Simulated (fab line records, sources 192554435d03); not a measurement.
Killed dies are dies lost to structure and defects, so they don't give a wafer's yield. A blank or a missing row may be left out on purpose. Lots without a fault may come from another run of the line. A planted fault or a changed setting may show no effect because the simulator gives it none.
fab line records | flow n5_finfet
record lots=7 wafers=21
route steps=1938 shown PASSIVATION@1915
start_h: hours from the record's first day to the start of the lot's first wafer shown | wait_h: hours since the lot's step before | " the same as in the row above | L1.1+2: a row that stands for several wafers | - no value, or no start given | * or withheld: withheld | < > ~ a bound
route shown NAME@n: a module of which the file shows steps, and the number in the route of the first | usual: mean/standard deviation of fault-free wafers | same: alike in all rows | chamber/n: place in a boat | sites: the reading at each site | _std_site: their standard deviation | _edge_site: outer sites' mean less inner sites' | radius_mm: how far each site lies from the wafer's centre | mask NAME#n: copy n | behind: the tool/chamber that last shaped the wafer | hold: why the lot was held/for how many hours/how that ended | device: the transistor (n, p or np) that didn't switch | end of line: the same wafers' tests at the end of the route | a step without rows: its recipe alone | killed: dies lost to structure and defects at the first sort, not the wafer's yield | map: a wafer's dies, x killed, . not, _ none there
set.NAME: the setting as run; set.NAME@STEP: as run at that earlier step | model.NAME: the simulator's own value behind a step, which no gauge read
lots whose settings were changed on purpose; a table a step, a row a wafer
## steps
# step N5_PASSIVATION_PECVD_53
# recipe material=SiO2 target_thk_a=8000 temp_c=400 precursor=TEOS/O2 pressure_torr=6.5 rf_w=withheld teos_flow_sccm=withheld gas=O2 flow_sccm=2650 time_s=169.4
# columns lot.wafer tool chamber start_h wait_h set.temp_c model.SiO2_of_PASSIVATION_PECVD_53.thk_nm
L076.3 pecvd-01 1 293.62 0.0 400 795.6
L076.4 " 2 " " 400 808.2
L076.6 " 1 " " 400 815.2
L077.1 pecvd-01 2 297.11 0.0 395.3 805.2
L077.2 " 1 " " 395.3 816.4
L077.5 " 1 " " 400 799.8
L085.1 pecvd-02 2 372.90 0.0 384.5 878.4
L085.4 " 2 " " 384.5 893.4
L085.5 " 1 " " 400 814.6
L088.1 pecvd-02 0 384.91 0.0 400 788.6
L088.4 " 0 " " 388.3 859.8
L088.5 " 2 " " 388.3 875
L093.1 pecvd-02 2 397.26 0.0 415.9 721.4
L093.3 " 2 " " 400 822.2
L093.6 " 0 " " 400 816.8
L092.1 pecvd-02 2 429.50 0.0 412.6 725.2
L092.2 " 1 " " 400 786.4
L092.3 " 0 " " 412.6 740.2
L094.2 pecvd-01 1 431.97 0.0 400 793.4
L094.5 " 1 " " 400 808.8
L094.6 " 0 " " 400 818.4
# step N5_PASSIVATION_DEVELOP_43
# recipe develop_time_s=60 rinse_liquid=diw dry=air_spin dev_temp_c=21
# columns lot.wafer tool chamber start_h wait_h set.develop_time_s
L076.3 litho_track-01 0 - - 60
L076.4+6 " 0 " " 70.69
L077.1+2+5 litho_track-02 0 - - 60
L085.1+4 litho_track-02 0 - - 70.24
L085.5 " 0 " " 60
L088.1 litho_track-03 0 - - 60
L088.4+5 " 0 " " 53.22
L093.1+3 litho_track-01 0 - - 48.48
L093.6 " 0 " " 60
L092.1 litho_track-03 0 - - 60
L092.2+3 " 0 " " 52.67
L094.2+5+6 litho_track-03 0 - - 60
# step N5_PASSIVATION_HARDBAKE_45
# recipe temp_c=130 time_s=120
# step N5_PASSIVATION_SRD_72
# recipe dry=ipa_marangoni time_s=30 temp_c=23 rinse_liquid=diw
# step N5_PASSIVATION_ANNEAL_56
# recipe temp_c=400 time_s=1800 ambient=FGA idle_temp_c=300 ramp_up_c_per_min=5 ramp_down_c_per_min=3
# step N5_PASSIVATION_PROBE_49
# usual defect_limited_yield=91.5/1.5 killed_at_M0_to_M3=33/10 killed_at_M4_up=15/6.4 killed_at_contacts=12/5.4 killed_at_front_end=38/9.8 killed_at_other=4/3.1 killed_dies=101/18 killed_open=67/14 killed_short=33/7.9 sort_bin_5_function=5.0/1 sort_bin_6_memory=3.2/0.67 sort_n_pass=1079/18 sort_yield_pct=91.5/1.5
# same gross_dies=1180 killed_at_back_side=0 sort_bin_4_leakage[%]=0 sort_bin_8_speed[%]=0
# columns lot.wafer tool chamber start_h wait_h set.temp_c@PASSIVATION_PECVD_53 defect_limited_yield[%] killed_at_M0_to_M3 killed_at_M4_up killed_at_contacts killed_at_front_end killed_at_other killed_dies killed_open killed_short sort_bin_5_function[%] sort_bin_6_memory[%] sort_n_pass sort_yield_pct[%]
L076.3 prober-02 - 298.06 0.1 400 84.7 27 98 9 45 1 180 63 32 9.2 5.4 1000 84.7
L076.4 prober-02 - 298.11 0.2 400 85.2 20 91 23 38 3 175 40 31 8.1 6.0 1005 85.2
L076.6 prober-02 - 298.21 0.3 400 92.4 21 15 7 47 0 90 62 27 5.1 2.5 1090 92.4
L077.1 prober-01 - 300.78 0.0 395.3 90.1 27 9 22 59 0 117 88 27 5.5 4.2 1063 90.1
L077.2 prober-01 - 300.83 0.1 395.3 77.6 28 171 25 39 1 264 80 30 13.8 7.4 916 77.6
L077.5 prober-01 - 300.98 0.2 400 91.0 31 3 22 48 2 106 76 30 4.6 3.9 1074 91.0
L085.1 prober-02 - 376.83 0.0 384.5 35.4 36 50 47 46 583 762 75 33 58.0 6.0 418 35.4
L085.4 prober-02 - 376.98 0.2 384.5 39.1 22 17 40 38 602 719 57 29 56.3 4.2 461 39.1
L085.5 prober-02 - 377.03 0.2 400 90.5 20 50 12 30 0 112 46 24 5.9 3.0 1068 90.5
L088.1 prober-02 - 388.97 0.0 400 62.5 26 366 19 31 0 442 73 24 24.2 12.1 738 62.5
L088.4 prober-02 - 389.12 0.2 388.3 47.3 47 332 5 30 208 622 71 30 40.8 10.5 558 47.3
L088.5 prober-02 - 389.17 0.2 388.3 58.3 53 113 8 50 268 492 93 48 37.2 4.1 688 58.3
L093.1 prober-01 - 401.06 0.0 415.9 88.2 36 21 11 57 14 139 86 50 6.3 4.7 1041 88.2
L093.3 prober-01 - 401.16 0.1 400 90.3 32 19 4 55 4 114 70 40 5.0 4.1 1066 90.3
L093.6 prober-01 - 401.31 0.3 400 90.0 18 40 12 42 6 118 63 37 5.2 2.9 1062 90.0
L092.1 prober-02 - 433.47 0.0 412.6 88.0 36 9 18 77 2 142 65 38 7.9 3.5 1038 88.0
L092.2 prober-02 - 433.52 0.1 400 77.9 48 130 13 64 6 261 95 50 13.4 7.6 919 77.9
L092.3 prober-02 - 433.57 0.1 412.6 79.6 50 125 17 42 7 241 94 41 10.8 8.5 939 79.6
L094.2 prober-02 - 435.79 0.1 400 91.6 34 11 17 33 4 99 56 41 5.4 2.4 1081 91.6
L094.5 prober-02 - 435.94 0.2 400 91.3 46 9 19 22 7 103 61 42 4.7 3.6 1077 91.3
L094.6 prober-02 - 435.99 0.3 400 92.5 36 9 11 23 9 88 68 20 4.6 2.6 1092 92.5
# killed by level:class
L076.3 BEOL_M4:area_expose=84 FIN_SAQP:geometric_particle:open=13 FIN_SAQP:geometric_particle:short=11 MOL_CONTACT_COAG:geometric_particle:open=8 BEOL_M0_SAQP:geometric_particle:short=8 BEOL_M2:geometric_particle:open=8 BEOL_M0_SAQP:geometric_particle:open=6 BEOL_M4:geometric_particle:open=6
L076.4 BEOL_M4:area_expose=86 MOL_CONTACT_COAG:area_expose=17 FIN_SAQP:geometric_particle:short=11 FIN_SAQP:geometric_particle:open=7 BEOL_M0_SAQP:geometric_particle:short=5 STARTING-WAFER:geometric_particle:open=5 MOL_CONTACT_COAG:geometric_particle:open=4 BEOL_M0_SAQP:geometric_particle:open=4
L076.6 FIN_SAQP:geometric_particle:open=11 FIN_SAQP:geometric_particle:short=9 BEOL_M4:geometric_particle:open=7 STI_FIN_REVEAL:geometric_particle:open=6 MOL_CONTACT_COAG:geometric_particle:open=5 GATE_CUT:geometric_particle:open=5 BEOL_M2:geometric_particle:open=5 GATE_CUT:geometric_particle:short=4
L077.1 MOL_CONTACT_COAG:geometric_particle:open=20 STI_FIN_REVEAL:geometric_particle:open=18 FIN_SAQP:geometric_particle:open=13 FIN_SAQP:geometric_particle:short=7 DUMMY_GATE:geometric_particle:open=6 BEOL_M1:geometric_particle:open=6 BEOL_M2:geometric_particle:open=5 BEOL_M3:geometric_particle:open=5
L077.2 BEOL_M4:area_expose=153 MOL_CONTACT_COAG:geometric_particle:open=23 STI_FIN_REVEAL:geometric_particle:open=10 BEOL_M3:geometric_particle:open=9 BEOL_M4:geometric_particle:open=8 FIN_SAQP:geometric_particle:open=7 BEOL_M0_SAQP:geometric_particle:short=7 FIN_SAQP:geometric_particle:short=6
L077.5 FIN_SAQP:geometric_particle:open=18 MOL_CONTACT_COAG:geometric_particle:open=18 BEOL_M3:geometric_particle:open=12 STI_FIN_REVEAL:geometric_particle:open=8 BEOL_M0_SAQP:geometric_particle:open=8 DUMMY_GATE:geometric_particle:short=4 MOL_CONTACT_COAG:geometric_particle:short=4 BEOL_M1:geometric_particle:short=4
L085.1 PASSIVATION:area_pecvd=578 BEOL_M4:area_expose=36 MOL_CONTACT_COAG:area_expose=36 STI_FIN_REVEAL:geometric_particle:open=16 BEOL_M0_SAQP:geometric_particle:short=12 FIN_SAQP:geometric_particle:open=10 MOL_CONTACT_COAG:geometric_particle:open=10 BEOL_M0_SAQP:geometric_particle:open=7
L085.4 PASSIVATION:area_pecvd=596 MOL_CONTACT_COAG:area_expose=28 STI_FIN_REVEAL:geometric_particle:open=13 MOL_CONTACT_COAG:geometric_particle:open=11 BEOL_M0_SAQP:geometric_particle:short=8 BEOL_M10:area_peb=8 FIN_SAQP:geometric_particle:open=5 BEOL_M0_SAQP:geometric_particle:open=5
L085.5 BEOL_M4:area_expose=29 BEOL_M10:area_peb=11 FIN_SAQP:geometric_particle:open=9 BEOL_M0_SAQP:geometric_particle:short=7 MOL_CONTACT_COAG:geometric_particle:short=6 MOL_CONTACT_COAG:geometric_particle:open=6 BEOL_M0_SAQP:geometric_particle:open=6 STI_FIN_REVEAL:geometric_particle:open=5
L088.1 BEOL_M4:area_expose=303 BEOL_M10:area_peb=42 MOL_CONTACT_COAG:geometric_particle:open=17 STI_FIN_REVEAL:geometric_particle:open=8 BEOL_M2:geometric_particle:open=7 BEOL_M0_SAQP:geometric_particle:short=6 BEOL_M4:geometric_particle:open=6 BEOL_M5:geometric_particle:open=6
L088.4 BEOL_M4:area_expose=295 PASSIVATION:area_pecvd=207 BEOL_M10:area_peb=18 BEOL_M2:geometric_particle:open=12 BEOL_M4:geometric_particle:open=12 BEOL_M0_SAQP:geometric_particle:short=11 BEOL_M3:geometric_particle:open=7 BEOL_M0_SAQP:geometric_particle:open=7
L088.5 PASSIVATION:area_pecvd=267 BEOL_M10:area_peb=83 FIN_SAQP:geometric_particle:short=15 FIN_SAQP:geometric_particle:open=13 BEOL_M2:geometric_particle:open=13 BEOL_M3:geometric_particle:open=13 BEOL_M4:geometric_particle:open=13 BEOL_M0_SAQP:geometric_particle:short=8
L093.1 BEOL_M0_SAQP:geometric_particle:open=13 FIN_SAQP:geometric_particle:short=12 BEOL_M4:geometric_particle:open=11 FIN_SAQP:geometric_particle:open=9 BEOL_M0_SAQP:geometric_particle:short=8 GATE_CUT:geometric_particle:open=7 MOL_CONTACT_COAG:geometric_particle:short=6 DUMMY_GATE:geometric_particle:open=5
L093.3 FIN_SAQP:geometric_particle:short=14 FIN_SAQP:geometric_particle:open=9 DUMMY_GATE:geometric_particle:open=9 BEOL_M0_SAQP:geometric_particle:open=9 BEOL_M0_SAQP:geometric_particle:short=9 BEOL_M4:geometric_particle:open=9 GATE_CUT:geometric_particle:open=7 BEOL_M2:geometric_particle:open=4
L093.6 BEOL_M10:area_peb=18 FIN_SAQP:geometric_particle:short=11 MOL_CONTACT_COAG:geometric_particle:open=11 BEOL_M4:geometric_particle:open=7 DUMMY_GATE:geometric_particle:open=6 BEOL_M5:geometric_particle:open=6 FIN_SAQP:geometric_particle:open=5 GATE_CUT:geometric_particle:open=5
L092.1 HKMG_FIN:area_peb=36 MOL_CONTACT_COAG:geometric_particle:open=15 BEOL_M0_SAQP:geometric_particle:open=10 FIN_SAQP:geometric_particle:open=8 BEOL_M0_SAQP:geometric_particle:short=8 BEOL_M1:geometric_particle:open=6 DUMMY_GATE:geometric_particle:open=5 GATE_CUT:geometric_particle:short=5
L092.2 BEOL_M4:area_expose=113 MOL_CONTACT_COAG:geometric_particle:open=12 FIN_SAQP:geometric_particle:open=11 STI_FIN_REVEAL:geometric_particle:open=11 BEOL_M0_SAQP:geometric_particle:short=11 BEOL_M0_SAQP:geometric_particle:open=11 BEOL_M2:geometric_particle:open=10 BEOL_M4:geometric_particle:open=7
L092.3 BEOL_M4:area_expose=97 MOL_CONTACT_COAG:geometric_particle:open=14 BEOL_M4:geometric_particle:open=11 BEOL_M0_SAQP:geometric_particle:short=10 BEOL_M2:geometric_particle:open=10 BEOL_M0_SAQP:geometric_particle:open=8 BEOL_M3:geometric_particle:open=8 STI_FIN_REVEAL:geometric_particle:open=7
L094.2 MOL_CONTACT_COAG:geometric_particle:open=13 BEOL_M2:geometric_particle:open=9 FIN_SAQP:geometric_particle:short=8 BEOL_M0_SAQP:geometric_particle:short=8 STI_FIN_REVEAL:geometric_particle:open=7 BEOL_M1:geometric_particle:open=6 BEOL_M3:geometric_particle:open=5 FIN_SAQP:geometric_particle:open=4
L094.5 MOL_CONTACT_COAG:geometric_particle:open=16 BEOL_M0_SAQP:geometric_particle:short=15 BEOL_M0_SAQP:geometric_particle:open=12 BEOL_M1:geometric_particle:open=7 BEOL_M3:geometric_particle:open=6 FIN_SAQP:geometric_particle:short=5 STARTING-WAFER:geometric_particle:short=5 MOL_CONTACT_COAG:geometric_particle:short=3
L094.6 MOL_CONTACT_COAG:geometric_particle:open=10 FIN_SAQP:geometric_particle:open=8 BEOL_M0_SAQP:geometric_particle:open=7 BEOL_M2:geometric_particle:open=6 BEOL_M2:geometric_particle:short=5 BEOL_M0:geometric_particle:open=5 BEOL_M3:geometric_particle:open=5 FIN_SAQP:geometric_particle:short=4
## key
split step=N5_PASSIVATION_PECVD_53 setting=temp_c stated=400 by=wafer
response step=N5_PASSIVATION_PECVD_53 reading=model.SiO2_of_PASSIVATION_PECVD_53.thk_nm change=-21.3 per=1% r=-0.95
response step=N5_PASSIVATION_PROBE_49 reading=killed_at_other shape=bent at_lowest=592 at_stated=4 at_highest=14
response step=N5_PASSIVATION_PROBE_49 reading=sort_bin_5_function shape=bent at_lowest=57.1 at_stated=8.0 at_highest=6.3
split step=N5_PASSIVATION_DEVELOP_43 setting=develop_time_s stated=60 by=wafer
response none clear
